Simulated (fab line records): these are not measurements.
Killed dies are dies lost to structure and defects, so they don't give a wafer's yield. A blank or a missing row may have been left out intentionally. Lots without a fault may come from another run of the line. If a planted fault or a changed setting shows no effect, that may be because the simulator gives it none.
fab line records	flow n5-finfet	part 1 of 2: steps 1 to 27 of 33
record: lots: 5	wafers: 15	last-day: 18
route steps=1938 shown DUMMY_GATE@213
lots that met no fault: taken from a fault-free run of the same line
start-h: start of the lot's first displayed wafer, in hours after the record's first day	wait-h: hours from the lot's prior step to this one	" same as the row above	L1.1+2: several wafers, shown together as one row	- no value, or no start was given	* or withheld: withheld	< > ~ a bound
route shown NAME@n: names a module that has steps shown in the file, with the first one's number in the route	usual: average and standard deviation across the fault-free wafers	same: alike in all rows	chamber/n: place in a boat	sites: each site's reading	_std_site: standard deviation across them	_edge_site: inner sites' mean taken away from outer sites' mean	radius-mm: for every site, how far away it sits from the centre of the wafer	mask NAME#n: copy n	behind: the tool/chamber that last shaped the wafer	hold: the reason the lot was held/the length of the hold in hours/how it ended	device: names the non-switching transistor (n, p or np)	end of line: the tests these same wafers got at the end of their route	where a step has no rows: the recipe by itself	killed: the dies lost at the first sort to structure and to defects; this is not the yield of the wafer	map: per-die view of a wafer (x killed, . not killed, _ where there is no die)
set.NAME: setting as actually run; set.NAME@STEP: the setting as run at that earlier step	model.NAME: the simulator's own value behind a step, which no gauge read
lots seen at some steps along the route; tables by step, rows by wafer
services: when a tool's chamber went out of use (start-h, in hours from the record's first day, below 0 if earlier), for how many hours, and the reason
== steps ==
step: N5_DUMMY_GATE_SRD_01
recipe: time-s: 30	temp-c: 23	rinse-liquid: diw	dry: ipa-marangoni
lot.wafer	tool	chamber	start-h	wait-h
L074.2+3+4	wet-bench-05	2,1,7	37.37	0.0
L078.1+2+6	wet-bench-03	0,3,7	61.78	0.0
L085.1+4+5	wet-bench-04	2,6,3	104.57	0.0
L092.1+2+5	wet-bench-03	3,2,1	146.82	0.0
L094.3+4+6	wet-bench-04	0,2,1	157.43	0.0
step: N5_DUMMY_GATE_ALD_02
recipe: material: SiO2	target-thk-a: 20	temp-c: 300	ald-precursor-family: BDEAS	ald-co-reactant: O2-plasma	pulse-time-s: 1	pressure-torr: 2
usual: heater-power-w: 487/40	precursor-pulse-height-rel: 0.999/0.02
lot.wafer	tool	chamber	start-h	wait-h	heater-power-w	precursor-pulse-height-rel	since-wet-clean-h
L074.2	ald-sin-04	2	37.42	0.0	576	0.991	29
L074.3	"	0	"	"	539	1.040	29
L074.4	"	3	"	"	523	1.016	29
L078.1	ald-sin-03	0	61.83	0.0	461	0.983	341
L078.2	"	3	"	"	474	1.005	341
L078.6	"	3	"	"	473	1.025	-
L085.1	ald-sin-02	1	105.38	0.8	464	1.011	203
L085.4	"	3	"	"	507	0.996	203
L085.5	"	3	"	"	514	1.004	-
L092.1	ald-sin-04	3	146.87	0.0	522	0.975	139
L092.2	"	0	"	"	528	0.997	139
L092.5	"	0	"	"	534	1.015	-
L094.3	ald-sin-03	2	157.48	0.0	404	0.965	56
L094.4	"	1	"	"	460	0.984	56
L094.6	"	0	"	"	463	1.002	-
step: N5_DUMMY_GATE_CVD_03
recipe: material: a-Si	target-thk-a: 1500	temp-c: 530	precursor: SiH4	time-s: 8042
lot.wafer	tool	chamber	start-h	wait-h
L074.2+3+4	lpcvd-01	0/95,0/100,0/104	37.52	0.1
L078.1+2+6	lpcvd-02	0/40,0/45,0/64	63.50	1.6
L085.1+4+5	lpcvd-01	0/15,0/29,0/34	105.48	0.1
L092.1+2+5	lpcvd-02	1/90,1/95,1/109	146.98	0.1
L094.3+4+6	lpcvd-01	0/25,0/29,0/39	157.58	0.1
step: N5_DUMMY_GATE_PRECLEAN_46
recipe: chemistry: DIW	time-s: 89.5	temp-c: 23
lot.wafer	tool	chamber	start-h	wait-h
L074.2+3+4	wet-bench-05	7,4,2	45.76	0.0
L078.1+2+6	wet-bench-04	2,3,6	67.19	0.0
L085.1+4+5	wet-bench-03	0,1,7	109.17	0.0
L092.1+2+5	wet-bench-05	3,1,7	150.65	0.0
L094.3+4+6	wet-bench-03	3,1,5	161.26	0.0
step: N5_DUMMY_GATE_SRD_47
recipe: dry-time-s: 32	dry: n2-spin	spin-rpm: 1500
lot.wafer	tool	chamber	start-h	wait-h
L074.2+3+4	wet-bench-05	7,4,2	45.79	0.0
L078.1+2+6	wet-bench-04	2,3,6	67.22	0.0
L085.1+4+5	wet-bench-03	0,1,7	109.20	0.0
L092.1+2+5	wet-bench-05	3,1,7	150.68	0.0
L094.3+4+6	wet-bench-03	3,1,5	161.28	0.0
step: N5_DUMMY_GATE_CMP_04
recipe: material: a-Si	post-cmp-clean: alkaline-brush
usual: edge-zone-pressure-frac: 1.000/0.0052	motor-current-A: 10.1/0.7	pad-life-wafers: 911/660	time-to-endpoint-s: 11.9/2.8
lot.wafer	tool	chamber	start-h	wait-h	edge-zone-pressure-frac	motor-current-A	pad-life-wafers	time-to-endpoint-s
L074.4	cmp-04	1	45.82	0.0	1.002	10.7	690	15.8
L074.2	"	2	"	"	1.001	11.0	691	10.7
L074.3	"	3	"	"	1.003	9.7	692	12.2
L078.2	cmp-04	2	67.25	0.0	1.000	11.4	882	10.3
L078.1	"	0	"	"	0.995	11.5	884	12.1
L078.6	"	3	"	"	1.000	9.6	-	10.0
L085.4	cmp-03	2	109.23	0.0	0.998	10.2	414	10.4
L085.1	"	1	"	"	0.995	10.4	417	14.0
L085.5	"	2	"	"	0.992	10.3	-	10.6
L092.2	cmp-02	0	150.74	0.1	1.006	11.0	217	10.0
L092.1	"	2	"	"	0.997	10.0	219	6.8
L092.5	"	3	"	"	0.999	9.3	-	10.9
L094.4	cmp-04	0	161.32	0.0	1.000	11.2	1548	11.9
L094.3	"	3	"	"	0.995	9.4	1551	9.0
L094.6	"	1	"	"	1.008	10.6	-	15.0
step: N5_DUMMY_GATE_THK_MEAS_05
usual: thk-nm: 71.3/1.2
lot.wafer	tool	chamber	start-h	wait-h	thk-nm
L074.2	film-metro-01	-	46.06	0.2	71.0
L074.3	"	-	"	"	70.7
L074.4	"	-	"	"	73.1
L078.1	film-metro-01	-	67.49	0.1	72.0
L078.2	"	-	"	"	70.6
L078.6	"	-	"	"	71.8
L085.1	film-metro-01	-	109.47	0.1	73.5
L085.4	"	-	"	"	71.2
L085.5	"	-	"	"	70.9
L092.1	film-metro-01	-	150.95	0.1	69.3
L092.2	"	-	"	"	70.5
L092.5	"	-	"	"	70.9
L094.3	film-metro-01	-	161.56	0.1	70.4
L094.4	"	-	"	"	70.4
L094.6	"	-	"	"	71.8
step: N5_DUMMY_GATE_HM_DEP_06
recipe: material: SiNx	target-thk-a: 800	precursor: DCS/NH3	temp-c: 700	pressure-mtorr: 300	time-s: 5141
lot.wafer	tool	chamber	start-h	wait-h
L074.2+3+4	lpcvd-02	1/20,1/25,1/29	46.09	0.0
L078.1+2+6	lpcvd-01	0/15,0/20,0/39	69.73	2.2
L085.1+4+5	lpcvd-02	1/40,1/54,1/59	109.50	0.0
L092.1+2+5	lpcvd-01	1/40,1/45,1/59	150.98	0.0
L094.3+4+6	lpcvd-02	1/75,1/79,1/89	161.58	0.0
step: N5_DUMMY_GATE_PECVD_30
recipe: material: SiO2	target-thk-a: 550	temp-c: 400	precursor: TEOS/O2	pressure-torr: 6.5	rf-w: withheld	teos-flow-sccm: withheld	gas: O2	flow-sccm: 2650	time-s: 10.8
lot.wafer	tool	chamber	start-h	wait-h	since-wet-clean-h
L074.2	pecvd-04	1	50.03	0.0	1841
L074.3	"	2	"	"	362
L074.4	"	1	"	"	-
L078.1	pecvd-02	1	73.68	0.0	1503
L078.2	"	2	"	"	24
L078.6	"	1	"	"	-
L085.1	pecvd-02	2	115.41	0.0	65
L085.4	"	2	"	"	-
L085.5	"	0	"	"	-
L092.1	pecvd-04	1	154.92	0.0	1946
L092.2	"	2	"	"	467
L092.5	"	1	"	"	-
L094.3	pecvd-02	1	165.54	0.0	1594
L094.4	"	0	"	"	-
L094.6	"	1	"	"	-
step: N5_DUMMY_GATE_COAT_34
recipe: resist: SOC	temp-c: 250	time-s: 60	spin-rpm: 1500	resist-thk-nm: 60
lot.wafer	tool	chamber	start-h	wait-h
L074.2+3+4	litho-track-03	0	50.09	0.0
L078.1+2+6	litho-track-03	0	73.74	0.0
L085.1+4+5	litho-track-04	0	115.46	0.0
L092.1+2+5	litho-track-05	0	154.98	0.0
L094.3+4+6	litho-track-05	0	165.60	0.0
step: N5_DUMMY_GATE_COAT_35
recipe: resist: SiARC	temp-c: 220	time-s: 60	spin-rpm: 1500	resist-thk-nm: 10
lot.wafer	tool	chamber	start-h	wait-h
L074.2+3+4	litho-track-03	0	-	-
L078.1+2+6	litho-track-03	0	-	-
L085.1+4+5	litho-track-04	0	-	-
L092.1+2+5	litho-track-05	0	-	-
L094.3+4+6	litho-track-05	0	-	-
step: N5_DUMMY_GATE_COAT_28
recipe: resist: underlayer	temp-c: 205	time-s: 60	spin-rpm: 1500	resist-thk-nm: 10
lot.wafer	tool	chamber	start-h	wait-h
L074.2+3+4	litho-track-03	0	-	-
L078.1+2+6	litho-track-03	0	-	-
L085.1+4+5	litho-track-04	0	-	-
L092.1+2+5	litho-track-05	0	-	-
L094.3+4+6	litho-track-05	0	-	-
step: N5_DUMMY_GATE_COAT_09
recipe: resist: CAR-EUV	spin-rpm: 1500	resist-thk-nm: 30
lot.wafer	tool	chamber	start-h	wait-h
L074.2+3+4	litho-track-03	0	-	-
L078.1+2+6	litho-track-03	0	-	-
L085.1+4+5	litho-track-04	0	-	-
L092.1+2+5	litho-track-05	0	-	-
L094.3+4+6	litho-track-05	0	-	-
step: N5_DUMMY_GATE_EBR_11
recipe: solvent: PGMEA	ebr-width-mm: 1.5
same: ebr-width-mm: 1.5
lot.wafer	tool	chamber	start-h	wait-h
L074.2+3+4	litho-track-03	0	-	-
L078.1+2+6	litho-track-03	0	-	-
L085.1+4+5	litho-track-04	0	-	-
L092.1+2+5	litho-track-05	0	-	-
L094.3+4+6	litho-track-05	0	-	-
step: N5_DUMMY_GATE_SOFTBAKE_10
recipe: temp-c: 110	time-s: 60	resist: CAR-EUV
lot.wafer	tool	chamber	start-h	wait-h
L074.2+3+4	litho-track-03	0	-	-
L078.1+2+6	litho-track-03	0	-	-
L085.1+4+5	litho-track-04	0	-	-
L092.1+2+5	litho-track-05	0	-	-
L094.3+4+6	litho-track-05	0	-	-
step: N5_DUMMY_GATE_EXPOSE_12
recipe: mask-id: GATE	na: 0.33	source-shape: annular	sigma-inner: 0.2	sigma-outer: 0.6	polarization: unpolarized	target-cd-nm: 25	dose-mj: 34
usual: focus-offset-nm: 0.0/0.6	reticle-temp-C: 22.97/0.098
lot.wafer	tool	chamber	start-h	wait-h	mask	focus-offset-nm	reticle-temp-C
L074.2	euv-scanner-01	0	50.23	-	GATE#0	-0.2	22.98
L074.3	"	0	"	"	GATE#0	0.9	23.21
L074.4	"	0	"	"	GATE#0	0.0	23.03
L078.1	euv-scanner-01	0	73.88	-	GATE#0	-0.4	22.92
L078.2	"	0	"	"	GATE#0	0.0	22.92
L078.6	"	0	"	"	GATE#0	-0.1	22.88
L085.1	euv-scanner-01	0	115.72	-	GATE#0	0.1	22.83
L085.4	"	0	"	"	GATE#0	0.0	22.90
L085.5	"	0	"	"	GATE#0	0.0	23.00
L092.1	euv-scanner-01	0	155.24	-	GATE#0	-0.1	22.86
L092.2	"	0	"	"	GATE#0	0.2	22.94
L092.5	"	0	"	"	GATE#0	-0.6	22.98
L094.3	euv-scanner-02	0	165.75	-	GATE#0	-0.3	23.01
L094.4	"	0	"	"	GATE#0	-0.2	22.89
L094.6	"	0	"	"	GATE#0	0.7	22.94
step: N5_DUMMY_GATE_PEB_13
recipe: peb-temp-c: 100	peb-time-s: 60	resist: CAR-EUV
lot.wafer	tool	chamber	start-h	wait-h
L074.2+3+4	litho-track-04	0	50.29	0.0
L078.1+2+6	litho-track-05	0	73.94	0.1
L085.1+4+5	litho-track-03	0	115.79	0.1
L092.1+2+5	litho-track-04	0	155.30	0.1
L094.3+4+6	litho-track-05	0	165.80	0.0
step: N5_DUMMY_GATE_DEVELOP_14
recipe: develop-time-s: 30	developer: TMAH	resist: CAR-EUV	rinse-liquid: surfactant-rinse	dry: air-spin	dev-temp-c: 23
lot.wafer	tool	chamber	start-h	wait-h
L074.2+3+4	litho-track-04	0	-	-
L078.1+2+6	litho-track-05	0	-	-
L085.1+4+5	litho-track-03	0	-	-
L092.1+2+5	litho-track-04	0	-	-
L094.3+4+6	litho-track-05	0	-	-
step: N5_DUMMY_GATE_CD_MEAS_15
recipe: target-cd-nm: 25.8	landing-energy-ev: 500	detector: se-inlens
usual: cd-nm: 24.92/0.26
lot.wafer	tool	chamber	start-h	wait-h	cd-nm
L074.2	cd-sem-03	0	50.36	-	25.40
L074.3	"	0	"	"	25.43
L074.4	"	0	"	"	25.27
L078.1	cd-sem-01	0	74.01	-	24.73
L078.2	"	0	"	"	25.19
L078.6	"	0	"	"	24.76
L085.1	cd-sem-03	0	115.86	-	24.71
L085.4	"	0	"	"	24.98
L085.5	"	0	"	"	24.98
L092.1	cd-sem-01	0	155.37	-	25.09
L092.2	"	0	"	"	24.83
L092.5	"	0	"	"	24.67
L094.3	cd-sem-03	0	165.87	-	24.86
L094.4	"	0	"	"	24.86
L094.6	"	0	"	"	24.61
step: N5_DUMMY_GATE_OVL_MEAS_16
recipe: points-per-wafer: 522
usual: GATE_OVL: -0.4/0.64
lot.wafer	tool	chamber	start-h	wait-h	GATE_OVL[nm]
L074.2	overlay-01	0	50.40	0.0	0.2
L074.3	"	0	"	"	-1.1
L074.4	"	0	"	"	-0.5
L078.1	overlay-02	0	74.05	0.0	-0.7
L078.2	"	0	"	"	0.0
L078.6	"	0	"	"	-0.1
L085.1	overlay-02	0	115.90	0.0	-0.3
L085.4	"	0	"	"	0.6
L085.5	"	0	"	"	0.4
L092.1	overlay-01	0	155.41	0.0	-0.7
L092.2	"	0	"	"	-0.2
L092.5	"	0	"	"	-1.6
L094.3	overlay-02	0	165.91	0.0	-0.8
L094.4	"	0	"	"	-0.6
L094.6	"	0	"	"	-1.3
step: N5_DUMMY_GATE_INSPECT_17
recipe: mode: adi	inspect-instrument: brightfield
usual: raw-defect-count: 198/53
lot.wafer	tool	chamber	start-h	wait-h	raw-defect-count
L074.2	defect-inspect-02	-	50.45	0.0	213
L074.3	"	-	"	"	187
L074.4	"	-	"	"	251
L078.1	defect-inspect-01	-	74.10	0.1	233
L078.2	"	-	"	"	142
L078.6	"	-	"	"	158
L085.1	defect-inspect-02	-	115.95	0.1	230
L085.4	"	-	"	"	266
L085.5	"	-	"	"	249
L092.1	defect-inspect-01	-	155.46	0.1	190
L092.2	"	-	"	"	220
L092.5	"	-	"	"	194
L094.3	defect-inspect-01	-	165.96	0.0	68
L094.4	"	-	"	"	101
L094.6	"	-	"	"	123
step: N5_DUMMY_GATE_DESCUM_20
recipe: chemistry: O2	time-s: 6.2	source-power-w: 50	bias-power-w: 20	pressure-mtorr: 20	rf-frequency-hz: 2.712e+07	temp-c: 40	resist: CAR-EUV	o2-flow-sccm: 225
usual: drypump-motor-current-A: 5.9/0.36	oes-product-au: 0.78/0.099	rf-vpp-V: 243.0/1.4	showerhead-plenum-p-Torr: 2.08/0.082	throttle-valve-pct: 20.47/0.23
lot.wafer	tool	chamber	start-h	wait-h	drypump-motor-current-A	oes-product-au	rf-hours-counter-h	rf-vpp-V	showerhead-plenum-p-Torr	throttle-valve-pct
L074.2	rie-diel-02	3	50.49	0.0	5.9	0.70	247	241.4	2.16	20.82
L074.3	"	1	"	"	5.9	0.80	103	243.3	2.10	20.58
L074.4	"	2	"	"	5.2	0.67	-	243.4	2.15	20.62
L078.1	rie-diel-02	1	74.23	0.1	5.9	0.78	113	241.9	2.10	20.59
L078.2	"	3	"	"	5.9	1.01	0	244.5	2.16	20.34
L078.6	"	1	"	"	5.9	0.78	-	242.9	2.10	20.58
L085.1	rie-diel-04	3	115.99	0.0	5.4	0.88	35	243.5	2.14	20.12
L085.4	"	1	"	"	5.8	0.68	-	242.3	2.06	20.56
L085.5	"	3	"	"	5.4	0.88	-	244.0	2.14	20.08
L092.1	rie-diel-02	1	155.50	0.0	5.9	0.75	141	243.9	2.09	20.63
L092.2	"	2	"	"	5.2	0.94	18	246.6	2.14	20.33
L092.5	"	2	"	"	5.2	0.94	-	244.9	2.14	20.33
L094.3	rie-diel-04	3	165.99	0.0	5.4	0.85	54	243.3	2.13	20.13
L094.4	"	3	"	"	5.4	0.85	-	245.4	2.13	20.12
L094.6	"	0	"	"	6.3	0.67	-	240.8	1.99	20.87
step: N5_DUMMY_GATE_ETCH_29
recipe: chemistry: N2/H2	target: underlayer	target-depth-a: 130	ion-energy-ev: 200	pressure-mtorr: 30	source-w: 840	bias-w: 150	n2-flow-sccm: 200	h2-flow-sccm: 200
usual: drypump-motor-current-A: 5.9/0.36	oes-product-au: 0.78/0.099	rf-vpp-V: 523.5/2.6	showerhead-plenum-p-Torr: 2.53/0.092	throttle-valve-pct: 17.98/0.25
lot.wafer	tool	chamber	start-h	wait-h	drypump-motor-current-A	oes-product-au	rf-hours-counter-h	rf-vpp-V	showerhead-plenum-p-Torr	throttle-valve-pct
L074.2	rie-diel-02	3	50.55	0.0	5.9	0.68	247	525.0	2.62	18.22
L074.3	"	1	"	"	5.9	0.79	103	523.5	2.56	18.14
L074.4	"	2	"	"	5.3	0.67	-	524.8	2.61	18.18
L078.1	rie-diel-02	1	74.30	0.0	5.9	0.78	113	524.5	2.56	18.16
L078.2	"	3	"	"	5.9	0.99	0	526.8	2.61	17.73
L078.6	"	1	"	"	5.9	0.78	-	523.8	2.56	18.15
L085.1	rie-diel-04	3	116.05	0.0	5.4	0.90	35	525.0	2.60	17.67
L085.4	"	1	"	"	5.8	0.69	-	525.5	2.53	18.15
L085.5	"	3	"	"	5.4	0.90	-	526.0	2.60	17.67
L092.1	rie-diel-02	1	155.56	0.0	5.9	0.75	141	524.7	2.55	18.18
L092.2	"	2	"	"	5.3	0.91	18	524.6	2.60	17.84
L092.5	"	2	"	"	5.2	0.91	-	524.4	2.60	17.83
L094.3	rie-diel-04	3	166.06	0.0	5.4	0.87	54	525.5	2.60	17.72
L094.4	"	3	"	"	5.4	0.88	-	523.9	2.60	17.71
L094.6	"	0	"	"	6.3	0.68	-	519.1	2.40	18.24
step: N5_DUMMY_GATE_ETCH_36
recipe: chemistry: CF4	target: SiARC	target-depth-a: 130	pressure-mtorr: 40	source-w: 545	bias-w: 36	Ar_flow_sccm: 100	cf4-flow-sccm: 100	ion-energy-ev: 80
usual: drypump-motor-current-A: 5.9/0.36	oes-product-au: 0.78/0.099	rf-vpp-V: 184.0/1.2	showerhead-plenum-p-Torr: 2.13/0.074	throttle-valve-pct: 15.65/0.24
lot.wafer	tool	chamber	start-h	wait-h	drypump-motor-current-A	oes-product-au	rf-hours-counter-h	rf-vpp-V	showerhead-plenum-p-Torr	throttle-valve-pct
L074.2	rie-diel-02	3	50.59	0.0	5.9	0.68	247	185.3	2.20	15.96
L074.3	"	1	"	"	5.9	0.79	103	183.8	2.16	15.73
L074.4	"	2	"	"	5.3	0.66	-	183.7	2.19	15.90
L078.1	rie-diel-02	1	74.34	0.0	5.9	0.77	113	184.3	2.15	15.74
L078.2	"	3	"	"	5.9	0.98	0	185.1	2.20	15.44
L078.6	"	1	"	"	5.9	0.77	-	184.3	2.15	15.73
L085.1	rie-diel-04	3	116.09	0.0	5.4	0.89	35	184.5	2.19	15.26
L085.4	"	1	"	"	5.8	0.69	-	183.3	2.13	15.84
L085.5	"	3	"	"	5.4	0.90	-	184.5	2.19	15.28
L092.1	rie-diel-02	1	155.60	0.0	5.8	0.75	141	184.2	2.14	15.79
L092.2	"	2	"	"	5.3	0.92	18	185.9	2.19	15.43
L092.5	"	2	"	"	5.2	0.92	-	185.2	2.19	15.46
L094.3	rie-diel-04	3	166.10	0.0	5.4	0.86	54	185.0	2.19	15.31
L094.4	"	3	"	"	5.4	0.86	-	186.6	2.19	15.31
L094.6	"	0	"	"	6.3	0.66	-	183.2	2.02	15.93
step: N5_DUMMY_GATE_ETCH_37
recipe: chemistry: N2/H2	target: SOC	target-depth-a: 600	overetch-a: 300	temp-c: 40	ion-energy-ev: 200	pressure-mtorr: 30	source-w: 840	bias-w: 150	n2-flow-sccm: 200	h2-flow-sccm: 200
usual: drypump-motor-current-A: 5.9/0.36	oes-product-au: 0.62/0.073	rf-vpp-V: 523.5/2.6	showerhead-plenum-p-Torr: 2.53/0.092	throttle-valve-pct: 17.91/0.25
lot.wafer	tool	chamber	start-h	wait-h	drypump-motor-current-A	oes-product-au	rf-hours-counter-h	rf-vpp-V	showerhead-plenum-p-Torr	throttle-valve-pct
L074.2	rie-diel-02	3	50.63	0.0	5.9	0.54	247	525.6	2.62	18.16
L074.3	"	1	"	"	5.9	0.63	103	524.8	2.56	18.07
L074.4	"	2	"	"	5.3	0.53	-	525.5	2.61	18.10
L078.1	rie-diel-02	1	74.38	0.0	5.9	0.62	113	525.2	2.56	18.07
L078.2	"	3	"	"	5.9	0.81	0	526.8	2.61	17.65
L078.6	"	1	"	"	5.9	0.62	-	523.7	2.56	18.09
L085.1	rie-diel-04	3	116.13	0.0	5.4	0.69	35	525.3	2.60	17.60
L085.4	"	1	"	"	5.8	0.56	-	524.6	2.53	18.10
L085.5	"	3	"	"	5.4	0.69	-	524.6	2.60	17.59
L092.1	rie-diel-02	1	155.64	0.0	5.9	0.60	141	523.0	2.55	18.13
L092.2	"	2	"	"	5.3	0.74	18	524.7	2.60	17.76
L092.5	"	2	"	"	5.3	0.75	-	524.6	2.60	17.79
L094.3	rie-diel-04	3	166.14	0.0	5.4	0.67	54	524.8	2.60	17.65
L094.4	"	3	"	"	5.4	0.66	-	524.3	2.60	17.63
L094.6	"	0	"	"	6.3	0.55	-	520.2	2.40	18.22
step: N5_DUMMY_GATE_STRIP_38
recipe: chemistry: N2/H2	temp-c: 40	n2-flow-sccm: 200	h2-flow-sccm: 200	rf-frequency-hz: 6e+07
lot.wafer	tool	chamber	start-h	wait-h
L074.2+3+4	rie-diel-02	3,1,2	50.67	0.0
L078.1+2+6	rie-diel-02	1,3,1	74.42	0.0
L085.1+4+5	rie-diel-04	3,1,3	116.17	0.0
L092.1+2+5	rie-diel-02	1,2,2	155.68	0.0
L094.3+4+6	rie-diel-04	3,3,0	166.18	0.0
step: N5_DUMMY_GATE_STRIP_39
recipe: chemistry: N2/H2	temp-c: 40	n2-flow-sccm: 200	h2-flow-sccm: 200	rf-frequency-hz: 6e+07
lot.wafer	tool	chamber	start-h	wait-h
L074.2+3+4	rie-diel-02	3,1,2	50.68	0.0
L078.1+2+6	rie-diel-02	1,3,1	74.43	0.0
L085.1+4+5	rie-diel-04	3,1,3	116.18	0.0
L092.1+2+5	rie-diel-02	1,2,2	155.69	0.0
L094.3+4+6	rie-diel-04	3,3,0	166.19	0.0
